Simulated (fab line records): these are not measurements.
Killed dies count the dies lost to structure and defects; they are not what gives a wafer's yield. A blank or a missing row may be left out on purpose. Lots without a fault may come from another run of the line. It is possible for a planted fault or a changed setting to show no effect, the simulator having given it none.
Comparing a struck lot with a sound one || flow nandHarc || 14 steps out of a route of 1302
Sound: these wafers, L993.4, L993.5, L993.6. Struck: wafers L100.1, L100.3, L100.4. Last of all comes the cause.
Order at every step that has rows: each side's tool, ch and its chambers, its first start. Under that, the readings that differ: sound wafers || struck wafers || difference of the means || sigmas: that difference in standard deviations of wafers without a fault.
alike: words and numbers the same on both sides, and readings whose means are apart by under 2 such deviations; not compared: readings that were withheld, readings missing a value for some wafer, numbers with overlapping values and no deviation given by the record, and bounds like >300 which may hide the same value.
The two part at a step that has a row with sigmas, a row that says differs or no value, or rows on one side only. When numbers do not overlap yet have no deviation, they are printed without sigmas and do not part them. Lack of a reading on every wafer of one side parts them only where that side has two or more wafers.

first, 1 step without rows for these wafers: NHARC_A_CHANNEL_FILL_D1_SRD_12.
NHARC_A_CHANNEL_FILL_D1_INSPECT_13:
  struck on defectInspect-02, day 14 22:37; sound on defectInspect-02, day 12 06:49
  alike: rawDefectCount
NHARC_A_DECK1_JOINT_ETCHBACK_07: etches the open film in HBr, target depth 105 nm, time 26.9 s.
  sound on rieSi-05 ch 1,2, day 12 06:53; struck on rieSi-04 ch 0,2,3, day 14 22:41
  alike: chamberPressureMTorr, drypumpMotorCurrentA, oesProductAu, throttleValvePct
  not compared: rfHoursCounterH
then, 7 steps without rows for these wafers: NHARC_A_DECK1_JOINT_ETCH_25 (etches SiO2 in dHF, target depth 0.5 nm); NHARC_A_DECK1_JOINT_ETCH_19 (etches poly-Si in TMAH, target depth 3 nm); NHARC_A_DECK1_JOINT_ETCH_18 (etches SiO2 in dHF, target depth 3 nm); NHARC_A_DECK1_JOINT_WET_08 (chemistry H3PO4, time 86 s); NHARC_A_DECK1_JOINT_ETCH_09 (etches SiO2 in dHF, target depth 5 nm); NHARC_A_DECK1_JOINT_WET_10 (chemistry H3PO4, time 86 s); NHARC_A_DECK1_JOINT_ETCH_11 (etches SiO2 in dHF, target depth 35 nm).
NHARC_A_DECK1_JOINT_CVD_12: deposits poly-Si, target thk 90 nm, time 1800 s.
  sound on lpcvdPoly-02 ch 0, day 12 14:20; struck on lpcvdPoly-01 ch 0, day 15 09:38
  alike: spikeTcTopC, tubeCenterTempC
NHARC_A_DECK1_JOINT_CMP_13: polishes, target thk 51.023 nm.
  sound on cmp-02 ch 1,2, day 12 17:12; struck on cmp-03 ch 0,1,2, day 15 12:51
{"reading": "timeToEndpointS (s)", "sound": "7.5 8.8 10.1", "struck": "19.8 18.3 20.5", "difference": "+10.7", "sigmas": "+5"}
  alike: motorCurrentA, slurryFlowMlMin
NHARC_A_DECK1_JOINT_THK_MEAS_14: measures by ellipsometry.
  struck on filmMetro-02, day 15 13:05; sound on filmMetro-01, day 12 17:26
  alike: thkNm
-- the record jumps here: 14 days lie between the struck wafers' starts before and after (it left off in module A_DECK1_JOINT and takes up again in module END, whose first step shown is number 1302 of the route) --
NHARC_END_SORT_01:
  here the record holds rows for the struck wafers (prober-01 ch 0, day 29 02:34) but none for the sound ones

## WHERE THEY PART
First at NHARC_A_DECK1_JOINT_CMP_13; last, within this record, at NHARC_END_SORT_01.

WHY: what had been put in by the simulator
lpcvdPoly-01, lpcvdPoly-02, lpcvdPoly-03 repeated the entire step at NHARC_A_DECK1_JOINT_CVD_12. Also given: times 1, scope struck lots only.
